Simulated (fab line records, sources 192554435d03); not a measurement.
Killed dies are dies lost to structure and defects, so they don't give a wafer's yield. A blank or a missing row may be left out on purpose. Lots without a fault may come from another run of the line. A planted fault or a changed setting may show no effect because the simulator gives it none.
fab line records | flow n5_finfet
record lots=7 wafers=21
route steps=1938 shown BEOL_M4@1070 BEOL_M5@1119 BEOL_M6@1239 BEOL_M7@1299 BEOL_M8@1362
start_h: hours from the record's first day to the start of the lot's first wafer shown | wait_h: hours since the lot's step before | " the same as in the row above | L1.1+2: a row that stands for several wafers | - no value, or no start given | * or withheld: withheld | < > ~ a bound
route shown NAME@n: a module of which the file shows steps, and the number in the route of the first | usual: mean/standard deviation of fault-free wafers | same: alike in all rows | chamber/n: place in a boat | sites: the reading at each site | _std_site: their standard deviation | _edge_site: outer sites' mean less inner sites' | radius_mm: how far each site lies from the wafer's centre | mask NAME#n: copy n | behind: the tool/chamber that last shaped the wafer | hold: why the lot was held/for how many hours/how that ended | device: the transistor (n, p or np) that didn't switch | end of line: the same wafers' tests at the end of the route | a step without rows: its recipe alone | killed: dies lost to structure and defects at the first sort, not the wafer's yield | map: a wafer's dies, x killed, . not, _ none there
set.NAME: the setting as run; set.NAME@STEP: as run at that earlier step | model.NAME: the simulator's own value behind a step, which no gauge read
lots whose settings were changed on purpose; a table a step, a row a wafer
## steps
# step N5_BEOL_M4_TRENCH_ETCH_37
# recipe chemistry=C4F6/O2 target_depth_a=555.55 target=SiOC time_s=29.2 ion_energy_ev=250 pressure_mtorr=30 source_w=355 bias_w=185 Ar_flow_sccm=300 C4F6_flow_sccm=10 O2_flow_sccm=10
# usual rf_vpp_V=666/6.1
# columns lot.wafer tool chamber start_h wait_h set.source_w rf_vpp_V model.etch.depth_nm model.BEOL_M4.feature_depth_nm
L076.2 rie_diel-02 0 - - 355 667 54.87 54.8
L076.3 " 3 " " 355 662 53.82 53.8
L076.4 " 2 " " 415.3 623 59.66 59.6
L078.2 rie_diel-04 1 - - 355 664 55.49 55.4
L078.3 " 2 " " 355 658 54.01 54
L078.5 " 1 " " 355 664 54.91 55
L080.1 rie_diel-04 2 - - 355 660 54.5 54.4
L080.2 " 1 " " 325.1 697 53.31 53.4
L080.3 " 3 " " 325.1 697 54.83 54.8
L083.1 rie_diel-02 2 - - 355 674 55.01 55
L083.3 " 1 " " 355 663 54.87 54.8
L083.6 " 3 " " 398.8 623 56.94 57
L084.2 rie_diel-05 0 - - 355 681 54.16 54.2
L084.3 " 3 " " 355 663 53.92 54
L084.4 " 1 " " 314.1 706 52.58 52.6
L086.2 rie_diel-04 2 - - 409 615 59.24 59.2
L086.4 " 3 " " 409 620 59.05 59
L086.6 " 1 " " 355 665 54.83 54.8
L097.3 rie_diel-02 1 - - 333.1 685 53.66 53.6
L097.5 " 1 " " 355 662 55.42 55.4
L097.6 " 2 " " 333.1 696 54.41 54.4
# step N5_BEOL_M4_ETCH_41
# recipe chemistry=CH3F/O2 target=SiCN target_depth_a=299 taper_deg=2 time_s=52.5 ion_energy_ev=120 mask_material=TiN pressure_mtorr=30 source_w=395 bias_w=75 Ar_flow_sccm=150 CH3F_flow_sccm=30 O2_flow_sccm=20
# step N5_BEOL_M4_STRIP_97
# recipe chemistry=N2/H2 time_s=10 power_w=450 temp_c=40 pressure_mtorr=20 rf_frequency_hz=6e+07 bias_power_w=7 n2_flow_sccm=200 h2_flow_sccm=200
# step N5_BEOL_M4_PRECLEAN_42
# recipe chemistry=residue_remover time_s=60 temp_c=40
# step N5_BEOL_M4_SRD_43
# recipe time_s=30 temp_c=23 rinse_liquid=diw dry=ipa_marangoni
# step N5_BEOL_M4_CD_MEAS_35
# recipe target_cd_nm=18 target_cd_y_nm=22.4 polarity=opening
# usual cd_nm=18.10/0.29
# columns lot.wafer tool chamber start_h wait_h set.dose_mj@BEOL_M4_EXPOSE_08 cd_nm
L076.2 cd_sem-02 - 224.61 0.0 41.25 17.92
L076.3 " - " " 41.25 18.10
L076.4 " - " " 41.25 18.18
L078.2 cd_sem-01 - 234.30 0.0 41.25 18.09
L078.3 " - " " 41.25 17.75
L078.5 " - " " 41.25 17.98
L080.1 cd_sem-02 - 253.16 0.0 39.02 17.15
L080.2 " - " " 41.25 18.52
L080.3 " - " " 39.02 17.38
L083.1 cd_sem-03 - 307.52 0.0 41.25 18.41
L083.3 " - " " 41.25 17.98
L083.6 " - " " 41.25 18.08
L084.2 cd_sem-03 - 318.42 0.0 41.25 17.93
L084.3 " - " " 41.25 17.76
L084.4 " - " " 41.25 17.72
L086.2 cd_sem-03 - 331.16 0.0 41.25 18.13
L086.4 " - " " 41.25 17.86
L086.6 " - " " 41.25 18.20
L097.3 cd_sem-01 - 359.25 0.0 41.25 18.25
L097.5 " - " " 40.25 17.32
L097.6 " - " " 41.25 18.29
# step N5_BEOL_M5_COAT_71
# recipe resist=underlayer temp_c=205 time_s=60 spin_rpm=1500 resist_thk_nm=5
# columns lot.wafer tool chamber start_h wait_h set.spin_rpm
L076.2+3+4 litho_track-02 0 - - 1500
L078.2+3+5 litho_track-04 0 - - 1500
L080.1+3 litho_track-01 0 - - 1425
L080.2 " 0 " " 1500
L083.1 litho_track-02 0 - - 1500
L083.3+6 " 0 " " 1667
L084.2+3+4 litho_track-04 0 - - 1362
L086.2+4+6 litho_track-04 0 - - 1500
L097.3+5+6 litho_track-01 0 - - 1500
# step N5_BEOL_M5_COAT_05
# recipe resist=CAR-EUV spin_rpm=1500 resist_thk_nm=30
# step N5_BEOL_M5_EBR_07
# recipe solvent=PGMEA ebr_width_mm=1.5
# step N5_BEOL_M5_DESCUM_16
# recipe chemistry=O2 time_s=7 source_power_w=50 bias_power_w=20 pressure_mtorr=20 rf_frequency_hz=2.712e+07 temp_c=40 resist=CAR-EUV o2_flow_sccm=225
# step N5_BEOL_M5_ETCH_72
# recipe chemistry=N2/H2 target=underlayer target_depth_a=65 mask_material=CAR-EUV time_s=5.2 ion_energy_ev=200 pressure_mtorr=30 source_w=840 bias_w=150 n2_flow_sccm=200 h2_flow_sccm=200 ends=cleared
# usual etch_rf_on_time_s=5.19/0.065
# columns lot.wafer tool chamber start_h wait_h set.spin_rpm@BEOL_M5_COAT_71 etch_rf_on_time_s model.etch.depth_nm
L076.2 rie_diel-03 0 231.36 0.0 1500 5.12 4.994
L076.3 " 2 " " 1500 5.18 4.992
L076.4 " 3 " " 1500 5.26 5.001
L078.2 rie_diel-01 2 241.71 0.0 1500 5.21 5.001
L078.3 " 3 " " 1500 5.14 5.027
L078.5 " 2 " " 1500 5.26 5.021
L080.1 rie_diel-06 2 259.51 0.0 1425 5.38 5.13
L080.2 " 0 " " 1500 5.24 4.993
L080.3 " 1 " " 1425 5.38 5.142
L083.1 rie_diel-06 2 313.91 0.0 1500 5.27 5.001
L083.3 " 1 " " 1667 4.91 4.748
L083.6 " 1 " " 1667 4.96 4.749
L084.2 rie_diel-06 2 324.49 0.0 1362 5.45 5.237
L084.3 " 1 " " 1362 5.39 5.225
L084.4 " 0 " " 1362 5.49 5.247
L086.2 rie_diel-03 1 339.54 0.0 1500 5.20 4.999
L086.4 " 3 " " 1500 5.27 5.009
L086.6 " 3 " " 1500 5.23 4.99
L097.3 rie_diel-06 0 368.24 0.0 1500 5.27 5.008
L097.5 " 3 " " 1500 5.22 5.008
L097.6 " 0 " " 1500 5.30 5
# step N5_BEOL_M6_TRENCH_ETCH_37
# recipe chemistry=C4F6/O2 target_depth_a=944.35 target=SiCOH_lowk time_s=31.5 ion_energy_ev=250 pressure_mtorr=30 source_w=345 bias_w=185 Ar_flow_sccm=300 C4F6_flow_sccm=10 O2_flow_sccm=10
# usual rf_vpp_V=666/6.5
# columns lot.wafer tool chamber start_h wait_h set.source_w rf_vpp_V
L076.2 rie_diel-05 0 - - 345 682
L076.3 " 2 " " 402.3 608
L076.4 " 3 " " 402.3 613
L078.2 rie_diel-04 3 - - 345 668
L078.3 " 1 " " 345 665
L078.5 " 2 " " 345 660
L080.1 rie_diel-04 0 - - 406.8 620
L080.2 " 3 " " 406.8 614
L080.3 " 2 " " 345 661
L083.1 rie_diel-02 2 - - 345 675
L083.3 " 1 " " 345 662
L083.6 " 0 " " 345 668
L084.2 rie_diel-04 3 - - 381.4 634
L084.3 " 1 " " 381.4 631
L084.4 " 2 " " 345 659
L086.2 rie_diel-05 2 - - 368 636
L086.4 " 1 " " 368 646
L086.6 " 1 " " 368 641
L097.3 rie_diel-04 2 - - 381.1 626
L097.5 " 2 " " 381.1 626
L097.6 " 1 " " 381.1 631
# step N5_BEOL_M7_DESCUM_33
# recipe chemistry=O2 time_s=7 source_power_w=50 bias_power_w=20 pressure_mtorr=20 rf_frequency_hz=2.712e+07 temp_c=40 resist=CAR-EUV o2_flow_sccm=225
# columns lot.wafer tool chamber start_h wait_h set.time_s model.CAR-EUV_of_BEOL_M7_COAT_22.thk_nm
L076.2+3 rie_diel-01 1,0 262.70 0.2 7 26
L076.4 " 1 " " 7.848 25.6
L078.2+3+5 rie_diel-03 1,0,1 271.26 0.1 7 26
L080.1 rie_diel-01 2 286.05 0.0 7.506 25.8
L080.2+3 " 3,1 " " 7 26
L083.1 rie_diel-03 2 342.01 0.3 7.677 25.6
L083.3+6 " 3,0 " " 7 26
L084.2+4 rie_diel-03 1,3 344.03 0.0 7 26
L084.3 " 2 " " 7.495 25.8
L086.2 rie_diel-06 0 360.42 0.0 7 26
L086.4+6 " 3,1 " " 8.372 25.4
L097.3 rie_diel-03 1 398.35 0.4 7 26.2
L097.5+6 " 2,3 " " 7 26
# step N5_BEOL_M7_ETCH_72
# recipe chemistry=N2/H2 target=underlayer target_depth_a=65 mask_material=CAR-EUV time_s=5.2 ion_energy_ev=200 pressure_mtorr=30 source_w=840 bias_w=150 n2_flow_sccm=200 h2_flow_sccm=200 ends=cleared
# columns lot.wafer tool chamber start_h wait_h set.time_s@BEOL_M7_DESCUM_33 model.CAR-EUV_of_BEOL_M7_COAT_22.thk_nm
L076.2 rie_diel-01 1 262.74 0.0 7 20.4
L076.3 " 0 " " 7 20.2
L076.4 " 1 " " 7.848 19.8
L078.2+5 rie_diel-03 1 271.29 0.0 7 20.4
L078.3 " 0 " " 7 20.2
L080.1 rie_diel-01 2 286.08 0.0 7.506 20
L080.2+3 " 3,1 " " 7 20.2
L083.1 rie_diel-03 2 342.04 0.0 7.677 20
L083.3 " 3 " " 7 20.2
L083.6 " 0 " " 7 20.4
L084.2+4 rie_diel-03 1,3 344.06 0.0 7 20.2
L084.3 " 2 " " 7.495 20
L086.2 rie_diel-06 0 360.45 0.0 7 20.4
L086.4+6 " 3,1 " " 8.372 19.6
L097.3 rie_diel-03 1 398.38 0.0 7 20.4
L097.5+6 " 2,3 " " 7 20.2
# step N5_BEOL_M7_ETCH_65
# recipe chemistry=CF4 target=SiARC target_depth_a=156 mask_material=CAR-EUV time_s=26 ion_energy_ev=80 pressure_mtorr=40 source_w=545 bias_w=36 Ar_flow_sccm=100 cf4_flow_sccm=100 ends=cleared
# columns lot.wafer tool chamber start_h wait_h set.time_s@BEOL_M7_DESCUM_33 model.CAR-EUV_of_BEOL_M7_COAT_22.thk_nm
L076.2 rie_diel-01 1 262.75 0.0 7 11.2
L076.3 " 0 " " 7 11
L076.4 " 1 " " 7.848 10.6
L078.2+5 rie_diel-03 1 271.31 0.0 7 11.2
L078.3 " 0 " " 7 11
L080.1 rie_diel-01 2 286.10 0.0 7.506 10.8
L080.2+3 " 3,1 " " 7 11
L083.1 rie_diel-03 2 342.06 0.0 7.677 10.6
L083.3 " 3 " " 7 11
L083.6 " 0 " " 7 11.2
L084.2 rie_diel-03 1 344.08 0.0 7 11.2
L084.3 " 2 " " 7.495 10.8
L084.4 " 3 " " 7 11
L086.2 rie_diel-06 0 360.47 0.0 7 11.2
L086.4+6 " 3,1 " " 8.372 10.4
L097.3 rie_diel-03 1 398.40 0.0 7 11.2
L097.5+6 " 2,3 " " 7 11
# step N5_BEOL_M7_TRENCH_ETCH_37
# recipe chemistry=C4F6/O2 target_depth_a=934.78 target=SiCOH_lowk time_s=31.2 ion_energy_ev=250 pressure_mtorr=30 source_w=345 bias_w=185 Ar_flow_sccm=300 C4F6_flow_sccm=10 O2_flow_sccm=10
# usual rf_vpp_V=662/8
# columns lot.wafer tool chamber start_h wait_h set.bias_w rf_vpp_V model.etch.depth_nm model.BEOL_M7.feature_depth_nm
L076.2 rie_diel-01 1 - - 185 670 93.92 94
L076.3 " 0 " " 185 657 95.16 95.2
L076.4 " 1 " " 185 670 94.46 94.4
L078.2 rie_diel-03 1 - - 185 675 91.72 91.8
L078.3 " 0 " " 185 673 93.38 93.4
L078.5 " 1 " " 185 675 91.66 91.6
L080.1 rie_diel-01 2 - - 163.6 610 88.79 88.8
L080.2 " 3 " " 185 653 94.3 94.2
L080.3 " 1 " " 163.6 607 89.68 89.6
L083.1 rie_diel-03 2 - - 185 656 93.91 94
L083.3 " 3 " " 185 656 93.21 93.2
L083.6 " 0 " " 185 671 93.82 93.8
L084.2 rie_diel-03 1 - - 185 674 92.95 93
L084.3 " 2 " " 207.9 722 97.77 97.8
L084.4 " 3 " " 207.9 718 96.62 96.6
L086.2 rie_diel-06 0 - - 185 669 90.96 91
L086.4 " 3 " " 185 666 93.89 93.8
L086.6 " 1 " " 185 650 92.45 92.4
L097.3 rie_diel-03 1 - - 185 674 93.7 93.6
L097.5 " 2 " " 213.6 735 97.57 97.6
L097.6 " 3 " " 213.6 735 96.4 96.4
# step N5_BEOL_M7_ETCH_41
# recipe chemistry=CH3F/O2 target=SiCN target_depth_a=319 taper_deg=2 time_s=57.8 ion_energy_ev=120 mask_material=TiN pressure_mtorr=30 source_w=395 bias_w=75 Ar_flow_sccm=150 CH3F_flow_sccm=30 O2_flow_sccm=20
# step N5_BEOL_M7_STRIP_80
# recipe chemistry=N2/H2 time_s=10 power_w=450 temp_c=40 pressure_mtorr=20 rf_frequency_hz=6e+07 bias_power_w=7 n2_flow_sccm=200 h2_flow_sccm=200
# step N5_BEOL_M7_ECD_50
# recipe material=Cu target_thk_a=3000
# step N5_BEOL_M7_ANNEAL_51
# recipe temp_c=225 time_s=90 ambient=N2
# step N5_BEOL_M7_CMP_52
# recipe stop_on=SiCOH_lowk t_overpolish_s=6.9 down_force_psi=1 platen_rpm=50 clearing_platen_down_force_psi=1.5 clearing_platen_rpm=50 post_cmp_clean=cu_alkaline target_thk_nm=80 clearing_platen_pad_velocity_m_s=0.99484 pad_velocity_m_s=0.99484
# columns lot.wafer tool chamber start_h wait_h set.bias_w@BEOL_M7_TRENCH_ETCH_37 model.Cu_of_BEOL_M7_ECD_50.thk_nm
L076.2 cmp-03 0 266.57 0.2 185 78.8
L076.4 " 1 " " 185 79
L076.3 " 2 " " 185 79.4
L078.2 cmp-03 0 275.78 0.3 185 78
L078.3 " 1 " " 185 81.6
L078.5 " 3 " " 185 77.8
L080.1 cmp-02 0 288.78 0.3 163.6 75
L080.2 " 1 " " 185 81.2
L080.3 " 3 " " 163.6 74.4
L083.3 cmp-01 2 345.99 0.2 185 80.4
L083.1 " 3 " " 185 82.8
L083.6 " 2 " " 185 81.4
L084.4 cmp-02 3 347.13 0.1 207.9 83.2
L084.3 " 1 " " 207.9 83.8
L084.2 " 2 " " 185 79.4
L086.4 cmp-01 1 363.87 0.1 185 80.4
L086.2 " 3 " " 185 78.8
L086.6 " 2 " " 185 79.4
L097.3 cmp-02 3 400.91 0.3 185 78.4
L097.5 " 0 " " 213.6 83.2
L097.6 " 1 " " 213.6 83.8
# step N5_BEOL_M7_THK_MEAS_53
# recipe thk_meas_gauge=xrf reads=Cu_of_BEOL_M7_ECD_50
# usual M7_THK=79.0/1.7
# columns lot.wafer tool chamber start_h wait_h set.bias_w@BEOL_M7_TRENCH_ETCH_37 M7_THK[nm]
L076.2 film_metro-02 - 266.83 - 185 77.2
L076.3 " - " " 185 78.5
L076.4 " - " " 185 77.6
L078.2 film_metro-01 - 276.00 - 185 76.6
L078.3 " - " " 185 80.5
L078.5 " - " " 185 76.7
L080.1 film_metro-02 - 289.08 - 163.6 73.1
L080.2 " - " " 185 79.4
L080.3 " - " " 163.6 72.8
L083.1 film_metro-02 - 346.28 - 185 81.3
L083.3 " - " " 185 79.2
L083.6 " - " " 185 80.1
L084.2 film_metro-01 - 347.42 - 185 77.8
L084.3 " - " " 207.9 81.4
L084.4 " - " " 207.9 81.7
L086.2 film_metro-01 - 364.16 - 185 77.9
L086.4 " - " " 185 79.5
L086.6 " - " " 185 78.6
L097.3 film_metro-01 - 401.09 - 185 77.0
L097.5 " - " " 213.6 81.8
L097.6 " - " " 213.6 82.1
# step N5_BEOL_M7_PRE_CLEAN_55
# recipe gas=NH3 time_s=15 temp_c=withheld rf_power_w=300
# step N5_BEOL_M7_DEP_56
# recipe material=SiCN target_thk_a=100 temp_c=withheld precursor=3MS/NH3 pressure_torr=3 rf_w=202 time_s=17.5
# step N5_BEOL_M7_RS_MEAS_57
# recipe thk_meas_gauge=four-point-probe reads=Cu_of_BEOL_M7_ECD_50+Co_of_BEOL_M7_CVD_78+TaN_of_BEOL_M7_ALD_77
# usual M7_RS=0.286/0.0067
# columns lot.wafer tool chamber start_h wait_h set.bias_w@BEOL_M7_TRENCH_ETCH_37 M7_RS[ohm/sq]
L076.2 film_metro-02 - 266.96 0.1 185 0.291
L076.3 " - " " 185 0.288
L076.4 " - " " 185 0.290
L078.2 film_metro-02 - 276.13 0.1 185 0.295
L078.3 " - " " 185 0.279
L078.5 " - " " 185 0.295
L080.1 film_metro-02 - 289.24 0.1 163.6 0.307
L080.2 " - " " 185 0.281
L080.3 " - " " 163.6 0.312
L083.1 film_metro-02 - 346.41 0.1 185 0.275
L083.3 " - " " 185 0.284
L083.6 " - " " 185 0.281
L084.2 film_metro-02 - 347.55 0.1 185 0.289
L084.3 " - " " 207.9 0.271
L084.4 " - " " 207.9 0.273
L086.2 film_metro-02 - 364.29 0.1 185 0.291
L086.4 " - " " 185 0.284
L086.6 " - " " 185 0.288
L097.3 film_metro-02 - 401.22 0.1 185 0.293
L097.5 " - " " 213.6 0.273
L097.6 " - " " 213.6 0.270
# step N5_BEOL_M8_EXPOSE_25
# recipe mask_id=V7 na=0.33 source_shape=annular sigma_inner=0.4 sigma_outer=0.8 polarization=unpolarized target_cd_nm=40 dose_mj=42.5
# columns lot.wafer tool chamber start_h wait_h mask set.dose_mj
L076.2 euv_scanner-01 0 270.97 - V7#0 40.88
L076.3+4 " 0 " " V7#0 42.5
L078.2+3+5 euv_scanner-02 0 280.14 - V7#0 42.5
L080.1+2 euv_scanner-01 0 294.92 - V7#0 42.5
L080.3 " 0 " " V7#0 39.51
L083.1 euv_scanner-01 0 351.92 - V7#0 42.5
L083.3+6 " 0 " " V7#0 41.14
L084.2+3+4 euv_scanner-01 0 352.02 - V7#0 42.5
L086.2+4+6 euv_scanner-01 0 371.67 - V7#0 42.5
L097.3+5 euv_scanner-02 0 408.05 - V7#0 45.16
L097.6 " 0 " " V7#0 42.5
# step N5_BEOL_M8_PEB_26
# recipe peb_temp_c=100 peb_time_s=60 resist=CAR-EUV
# step N5_BEOL_M8_DEVELOP_27
# recipe develop_time_s=30 developer=TMAH resist=CAR-EUV rinse_liquid=surfactant_rinse dry=air_spin dev_temp_c=23
# step N5_BEOL_M8_CD_MEAS_28
# recipe target_cd_nm=40 landing_energy_ev=500 detector=se_inlens
# usual cd_nm=40.06/0.25
# columns lot.wafer tool chamber start_h wait_h set.dose_mj@BEOL_M8_EXPOSE_25 cd_nm
L076.2 cd_sem-03 0 271.09 - 40.88 39.43
L076.3 " 0 " " 42.5 39.89
L076.4 " 0 " " 42.5 40.16
L078.2 cd_sem-02 0 280.27 - 42.5 39.81
L078.3 " 0 " " 42.5 40.01
L078.5 " 0 " " 42.5 40.07
L080.1 cd_sem-02 0 295.06 - 42.5 40.08
L080.2 " 0 " " 42.5 40.18
L080.3 " 0 " " 39.51 38.65
L083.1 cd_sem-02 0 352.05 - 42.5 40.13
L083.3 " 0 " " 41.14 38.88
L083.6 " 0 " " 41.14 39.49
L084.2 cd_sem-03 0 352.14 - 42.5 39.62
L084.3 " 0 " " 42.5 39.46
L084.4 " 0 " " 42.5 39.94
L086.2 cd_sem-02 0 371.79 - 42.5 40.02
L086.4 " 0 " " 42.5 39.83
L086.6 " 0 " " 42.5 40.36
L097.3 cd_sem-01 0 408.17 - 45.16 41.34
L097.5 " 0 " " 45.16 41.21
L097.6 " 0 " " 42.5 40.38
# step N5_BEOL_M8_DESCUM_33
# recipe chemistry=O2 time_s=7 source_power_w=50 bias_power_w=20 pressure_mtorr=20 rf_frequency_hz=2.712e+07 temp_c=40 resist=CAR-EUV o2_flow_sccm=225
# columns lot.wafer tool chamber start_h wait_h set.dose_mj@BEOL_M8_EXPOSE_25 model.BEOL_M8.cd_nm
L076.2 rie_diel-04 1 271.22 0.0 40.88 39.2
L076.3 " 2 " " 42.5 40
L076.4 " 0 " " 42.5 40.2
L078.2+3 rie_diel-04 3,1 280.43 0.1 42.5 40
L078.5 " 2 " " 42.5 39.8
L080.1 rie_diel-02 3 295.18 0.0 42.5 40.2
L080.2 " 1 " " 42.5 40
L080.3 " 2 " " 39.51 38.6
L083.1 rie_diel-04 0 352.17 0.0 42.5 40
L083.3 " 2 " " 41.14 39.2
L083.6 " 0 " " 41.14 39.4
L084.2+3+4 rie_diel-02 1,2,3 352.45 0.2 42.5 40
L086.2 rie_diel-05 2 371.96 0.1 42.5 40.4
L086.4+6 " 0,1 " " 42.5 40.2
L097.3+5 rie_diel-05 2 408.33 0.1 45.16 41.4
L097.6 " 1 " " 42.5 40.2
## key
split step=N5_BEOL_M4_TRENCH_ETCH_37 setting=source_w stated=355 by=wafer
response step=N5_BEOL_M4_TRENCH_ETCH_37 reading=rf_vpp_V change=-3.13 per=1% r=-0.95
response step=N5_BEOL_M4_TRENCH_ETCH_37 reading=model.etch.depth_nm change=+0.229 per=1% r=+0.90
response step=N5_BEOL_M4_TRENCH_ETCH_37 reading=model.BEOL_M4.feature_depth_nm change=+0.23 per=1% r=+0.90
split step=N5_BEOL_M5_COAT_71 setting=spin_rpm stated=1500 by=wafer
response step=N5_BEOL_M5_ETCH_72 reading=etch_rf_on_time_s change=* per=1% r=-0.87
response step=N5_BEOL_M5_ETCH_72 reading=model.etch.depth_nm change=-0.0237 per=1% r=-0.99
split step=N5_BEOL_M6_TRENCH_ETCH_37 setting=source_w stated=345 by=wafer
response step=N5_BEOL_M6_TRENCH_ETCH_37 reading=rf_vpp_V change=-3.16 per=1% r=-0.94
split step=N5_BEOL_M7_DESCUM_33 setting=time_s stated=7 by=wafer
response step=N5_BEOL_M7_DESCUM_33 reading=model.CAR-EUV_of_BEOL_M7_COAT_22.thk_nm change=-0.0321 per=1% r=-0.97
response step=N5_BEOL_M7_ETCH_72 reading=model.CAR-EUV_of_BEOL_M7_COAT_22.thk_nm change=-0.0378 per=1% r=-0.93
response step=N5_BEOL_M7_ETCH_65 reading=model.CAR-EUV_of_BEOL_M7_COAT_22.thk_nm change=-0.0415 per=1% r=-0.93
split step=N5_BEOL_M7_TRENCH_ETCH_37 setting=bias_w stated=185 by=wafer
response step=N5_BEOL_M7_TRENCH_ETCH_37 reading=rf_vpp_V change=+3.85 per=1% r=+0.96
response step=N5_BEOL_M7_TRENCH_ETCH_37 reading=model.etch.depth_nm change=+0.308 per=1% r=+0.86
response step=N5_BEOL_M7_TRENCH_ETCH_37 reading=model.BEOL_M7.feature_depth_nm change=+0.309 per=1% r=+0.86
response step=N5_BEOL_M7_CMP_52 reading=model.Cu_of_BEOL_M7_ECD_50.thk_nm change=+0.389 per=1% r=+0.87
response step=N5_BEOL_M7_THK_MEAS_53 reading=M7_THK change=+0.376 per=1% r=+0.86
response step=N5_BEOL_M7_RS_MEAS_57 reading=M7_RS change=-0.00167 per=1% r=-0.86
split step=N5_BEOL_M8_EXPOSE_25 setting=dose_mj stated=42.5 by=wafer
response step=N5_BEOL_M8_CD_MEAS_28 reading=cd_nm change=+0.188 per=1% r=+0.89
response step=N5_BEOL_M8_DESCUM_33 reading=model.BEOL_M8.cd_nm change=+0.209 per=1% r=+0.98
split outside_this_file step=N5_BEOL_M4_EXPOSE_08 setting=dose_mj
# split outside_this_file: this setting was split too, and the file shows its column; the key of that split is in another file
